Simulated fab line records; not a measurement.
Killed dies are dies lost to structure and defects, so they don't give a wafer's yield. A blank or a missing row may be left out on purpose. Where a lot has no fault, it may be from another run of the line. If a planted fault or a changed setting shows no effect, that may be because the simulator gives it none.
fab line records -- flow n5_finfet
record lots=3, wafers=9, last_day=17
route steps=1938 shown BEOL_M8@1393 BEOL_M9@1401
lots with no fault: from the same line, run without faults
start_h: start of the lot's first displayed wafer, in hours after the record's first day -- wait_h: how many hours have passed since the lot's step before this one -- " identical to the entry in the row above -- L1.1+2: several wafers, shown together as one row -- - no value, or no start given -- * or withheld: withheld -- < > ~ a bound
route shown NAME@n: NAME is a module with steps in the file, n the number in the route of the first one -- usual: mean and standard deviation over wafers with no fault -- same: alike in all rows -- chamber/n: place in a boat -- sites: each site's reading -- _std_site: the values' standard deviation -- _edge_site: the outer-site mean with the inner-site mean subtracted -- radius_mm: for every site, how far away it sits from the centre of the wafer -- mask NAME#n: copy n -- behind: the most recent tool/chamber to have shaped the wafer -- hold: why the lot was held/for how many hours/how that ended -- device: the transistor (n, p or np) that didn't switch -- end of line: the route-end tests of the same wafers -- a step given without rows: its recipe and nothing more -- killed: count of dies lost to structure and defects at first sort (not the wafer's yield) -- map: dies across one wafer; x = killed, . = not, _ = none there
set.NAME: the setting that was run; set.NAME@STEP: the one run at that earlier step -- model.NAME: the simulator's own value behind a step, which no gauge read
certain route steps with their lots: each step a table, each wafer a row
services: a tool's chamber out of use, with start hour (start_h, from the record's first day; less than 0 if before it), hours out, and reason
## steps
# step N5_BEOL_M8_ECD_50
# recipe material=Cu, target_thk_a=3000
# step N5_BEOL_M8_ANNEAL_51
# recipe temp_c=225, time_s=90, ambient=N2
# step N5_BEOL_M8_CMP_52
# recipe stop_on=SiCOH_lowk, t_overpolish_s=6.9, down_force_psi=1, platen_rpm=50, clearing_platen_down_force_psi=1.5, clearing_platen_rpm=50, post_cmp_clean=cu_alkaline, target_thk_nm=80, clearing_platen_pad_velocity_m_s=0.99484, pad_velocity_m_s=0.99484
# step N5_BEOL_M8_PRE_CLEAN_55
# recipe gas=NH3, time_s=15, temp_c=withheld, rf_power_w=300
# step N5_BEOL_M8_DEP_56
# recipe material=SiCN, target_thk_a=100, temp_c=withheld, precursor=3MS/NH3, pressure_torr=3, rf_w=202, time_s=17.5
# step N5_BEOL_M9_ILD_DEP_00
# recipe material=SiCOH_lowk, target_thk_a=3085.1, temp_c=300, precursor=DEMS/porogen, pressure_torr=5, rf_w=500, time_s=58
# step N5_BEOL_M9_CURE_71
# recipe temp_c=385, time_s=240, ambient=He/Ar, material=SiCOH_lowk
# step N5_BEOL_M9_PECVD_70
# recipe material=SiO2, target_thk_a=200, temp_c=400, precursor=TEOS/O2, pressure_torr=5.5, rf_w=450, teos_flow_sccm=53.8, gas=O2, flow_sccm=3000, time_s=22.7
# step N5_BEOL_M9_HM_DEP_02
# recipe material=TiN, target_thk_a=200, temp_c=25, chamber_pressure_pa=0.49996
# usual susceptor_temp_C=25.00/0.095, throttle_valve_pct=29.5/1.3
lot.wafer,tool,chamber,start_h,wait_h,susceptor_temp_C,throttle_valve_pct,model.TiN_of_BEOL_M9_HM_DEP_02.thk_nm
L149.1,pvd_sputter-03,-,247.78,2.1,24.78,30.7,19.6
L149.2,pvd_sputter-03,-,247.78,2.1,24.92,27.5,14
L149.5,pvd_sputter-03,-,247.78,2.1,24.94,28.7,14.6
L157.2,pvd_sputter-02,-,299.38,0.6,25.02,30.0,20
L157.3,pvd_sputter-02,-,299.38,0.6,25.02,29.5,20
L157.5,pvd_sputter-02,-,299.38,0.6,24.95,29.8,20
L162.1,pvd_sputter-03,-,349.43,1.5,25.05,28.3,20.2
L162.2,pvd_sputter-03,-,349.43,1.5,25.22,30.9,19.8
L162.3,pvd_sputter-03,-,349.43,1.5,25.12,29.0,20.4
# step N5_BEOL_M9_COAT_59
# recipe resist=SOC, temp_c=250, time_s=60, spin_rpm=1500, resist_thk_nm=100
# step N5_BEOL_M9_COAT_60
# recipe resist=SiARC, temp_c=220, time_s=60, spin_rpm=1500, resist_thk_nm=30
# step N5_BEOL_M9_COAT_05
# recipe resist=CAR-ArF, spin_rpm=1500, resist_thk_nm=90
# step N5_BEOL_M9_EBR_07
# recipe solvent=PGMEA, ebr_width_mm=1.5
# step N5_BEOL_M9_SOFTBAKE_06
# recipe temp_c=110, time_s=60, resist=CAR-ArF
# step N5_BEOL_M9_EXPOSE_08
# recipe mask_id=M9, na=1.35, source_shape=dipole, sigma_inner=0.411, sigma_outer=0.611, polarization=te, dose_mj=53.75
# step N5_BEOL_M9_PEB_09
# recipe peb_temp_c=withheld, peb_time_s=60, resist=CAR-ArF
# step N5_BEOL_M9_DEVELOP_10
# recipe develop_time_s=30, developer=TMAH, resist=CAR-ArF, rinse_liquid=diw, dry=air_spin, dev_temp_c=23
# step N5_BEOL_M9_DESCUM_16
# recipe chemistry=O2, time_s=7.9, source_power_w=50, bias_power_w=20, pressure_mtorr=20, rf_frequency_hz=2.712e+07, temp_c=40, resist=CAR-ArF, o2_flow_sccm=225
# step N5_BEOL_M9_ETCH_61
# recipe chemistry=CF4, target=SiARC, target_depth_a=390, mask_material=CAR-ArF, time_s=65, ion_energy_ev=80, pressure_mtorr=40, source_w=545, bias_w=36, Ar_flow_sccm=100, cf4_flow_sccm=100, ends=cleared
# step N5_BEOL_M9_ETCH_62
# recipe chemistry=N2/H2, target=SOC, target_depth_a=1100, overetch_a=220, mask_material=SiARC, temp_c=40, time_s=165, ion_energy_ev=200, pressure_mtorr=30, source_w=840, bias_w=150, n2_flow_sccm=200, h2_flow_sccm=200
# step N5_BEOL_M9_STRIP_68
# recipe chemistry=N2/H2, temp_c=40, n2_flow_sccm=200, h2_flow_sccm=200, rf_frequency_hz=6e+07
# step N5_BEOL_M9_STRIP_67
# recipe chemistry=CF4, resist=SiARC, power_w=300, bias_power_w=75, pressure_mtorr=50, cf4_flow_sccm=150, rf_frequency_hz=6e+07
# step N5_BEOL_M9_HM_OPEN_17
# recipe chemistry=Cl2/BCl3, target_depth_a=200, overetch_a=60, target=TiN, mask_material=SOC, ion_energy_ev=150, pressure_mtorr=10, icp_w=1000, bias_w=126, Cl2_flow_sccm=53.25, bcl3_flow_sccm=21.75, Ar_flow_sccm=25
# usual drypump_motor_current_A=5.6/0.36, oes_ar_750_au=0.82/0.14, oes_product_au=0.69/0.12, throttle_valve_pct=22.27/0.17
lot.wafer,tool,chamber,start_h,wait_h,drypump_motor_current_A,oes_ar_750_au,oes_product_au,rf_hours_counter_h,throttle_valve_pct,model.etch.depth_nm
L149.1,rie_metal-02,1,248.89,0.0,5.7,0.88,0.76,7,22.33,19.67
L149.2,rie_metal-02,0,248.89,0.0,5.4,0.64,0.46,105,22.38,14.05
L149.5,rie_metal-02,0,248.89,0.0,5.4,0.64,0.46,-,22.37,14.63
L157.2,rie_metal-02,1,300.24,0.0,5.7,0.87,0.74,11,22.33,20.08
L157.3,rie_metal-02,1,300.24,0.0,5.7,0.86,0.75,-,22.33,20.04
L157.5,rie_metal-02,0,300.24,0.0,5.4,0.63,0.54,-,22.22,20.01
L162.1,rie_metal-03,0,350.17,0.0,6.1,0.95,0.81,2,22.28,20.17
L162.2,rie_metal-03,1,350.17,0.0,5.3,0.93,0.78,6,22.01,19.8
L162.3,rie_metal-03,1,350.17,0.0,5.3,0.94,0.80,-,21.98,20.47
# step N5_BEOL_M9_STRIP_19
# recipe chemistry=O2, power_w=400, temp_c=40, pressure_mtorr=30, rf_frequency_hz=6e+07, bias_power_w=0, overash_fraction=0.2, o2_flow_sccm=225
# step N5_BEOL_M9_COAT_63
# recipe resist=SOC, temp_c=250, time_s=60, spin_rpm=1500, resist_thk_nm=60
# step N5_BEOL_M9_COAT_64
# recipe resist=SiARC, temp_c=220, time_s=60, spin_rpm=1500, resist_thk_nm=12
# step N5_BEOL_M9_COAT_75
# recipe resist=underlayer, temp_c=205, time_s=60, spin_rpm=1500, resist_thk_nm=5
# step N5_BEOL_M9_COAT_22
# recipe resist=CAR-EUV, spin_rpm=1500, resist_thk_nm=30
# step N5_BEOL_M9_EBR_24
# recipe solvent=PGMEA, ebr_width_mm=1.5
# step N5_BEOL_M9_SOFTBAKE_23
# recipe temp_c=110, time_s=60, resist=CAR-EUV
# step N5_BEOL_M9_EXPOSE_25
# recipe mask_id=V8, na=0.33, source_shape=annular, sigma_inner=0.4, sigma_outer=0.8, polarization=unpolarized, dose_mj=37.25
# step N5_BEOL_M9_PEB_26
# recipe peb_temp_c=100, peb_time_s=60, resist=CAR-EUV
# step N5_BEOL_M9_DEVELOP_27
# recipe develop_time_s=30, developer=TMAH, resist=CAR-EUV, rinse_liquid=surfactant_rinse, dry=air_spin, dev_temp_c=23
# step N5_BEOL_M9_TRENCH_ETCH_37
# recipe chemistry=C4F6/O2, target_depth_a=1514.3, target=SiCOH_lowk, time_s=49, ion_energy_ev=250, pressure_mtorr=30, source_w=345, bias_w=185, Ar_flow_sccm=300, C4F6_flow_sccm=10, O2_flow_sccm=10
# usual drypump_motor_current_A=5.5/0.4, oes_ar_750_au=0.78/0.076, oes_f_703_au=0.78/0.075, oes_product_au=0.78/0.081, rf_vpp_V=671/17, showerhead_plenum_p_Torr=2.86/0.099, throttle_valve_pct=21.08/0.13
# same time_s=49
lot.wafer,tool,chamber,start_h,wait_h,drypump_motor_current_A,oes_ar_750_au,oes_f_703_au,oes_product_au,rf_hours_counter_h,rf_vpp_V,showerhead_plenum_p_Torr,throttle_valve_pct,model.TiN_of_BEOL_M9_HM_DEP_02.thk_nm
L149.1,rie_diel-02,2,-,-,5.7,0.73,0.72,0.74,174,694,2.95,21.00,15.4
L149.2,rie_diel-02,3,-,-,5.7,0.89,0.90,0.88,33,656,3.04,20.95,9.8
L149.5,rie_diel-02,3,-,-,5.7,0.89,0.90,0.88,-,657,3.04,20.96,10.4
L157.2,rie_diel-04,3,-,-,5.4,0.93,0.94,0.94,9,676,2.78,20.87,15.8
L157.3,rie_diel-04,2,-,-,5.0,0.85,0.84,0.86,44,682,2.91,21.18,15.6
L157.5,rie_diel-04,0,-,-,5.5,0.71,0.72,0.72,-,687,2.94,20.84,15.8
L162.1,rie_diel-04,0,-,-,5.5,0.70,0.71,0.70,246,687,2.93,20.87,16
L162.2,rie_diel-04,1,-,-,5.0,0.71,0.69,0.70,192,679,2.94,21.08,15.8
L162.3,rie_diel-04,2,-,-,5.0,0.83,0.82,0.83,62,682,2.90,21.18,16.2
## services
tool,chamber,start_h,hours,kind
rie_diel-02,1,230.65,2.4,repair
rie_diel-04,3,248.14,-,clean
rie_diel-04,3,248.14,-,consumable_replace:focus_ring
rie_diel-04,3,248.14,17.8,scheduled_down
rie_diel-04,3,248.14,17.8,vent_cycle
rie_metal-03,1,264.77,-,clean
rie_metal-03,1,264.77,18.7,scheduled_down
rie_metal-03,1,264.77,18.7,vent_cycle
rie_metal-03,-,270.28,0.5,repair
rie_metal-03,0,288.88,-,clean
rie_metal-03,0,288.88,26.8,scheduled_down
rie_metal-03,0,288.88,26.8,vent_cycle
rie_diel-02,3,294.20,9.6,repair
pvd_sputter-02,-,302.85,7.1,repair
rie_diel-04,3,330.35,22.4,repair
rie_metal-02,0,339.97,3.3,repair
rie_metal-02,0,343.38,-,clean
rie_metal-02,0,343.38,20.1,scheduled_down
rie_metal-02,0,343.38,20.1,vent_cycle
## key
first_sign none at tools or gauges
model_effect step=N5_BEOL_M9_HM_DEP_02, value=TiN_of_BEOL_M9_HM_DEP_02.thk_nm, without=19.9, struck=14.3
model_effect step=N5_BEOL_M9_HM_OPEN_17, value=etch.depth_nm, without=19.83, struck=14.34
model_effect step=N5_BEOL_M9_TRENCH_ETCH_37, value=TiN_of_BEOL_M9_HM_DEP_02.thk_nm, without=15.7, struck=10.1
met_at N5_BEOL_M9_HM_DEP_02
struck_wafers L149.2,L149.5
fault kind=process_parameter_drift, tool=pvd_sputter-03, chamber=-, onset_h=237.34, steps=N5_BEOL_M9_HM_DEP_02, channel=target_thk_a, offset=*, shape=step, end_h=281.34, scope=struck_wafers_only, acts_in=*, stated=*
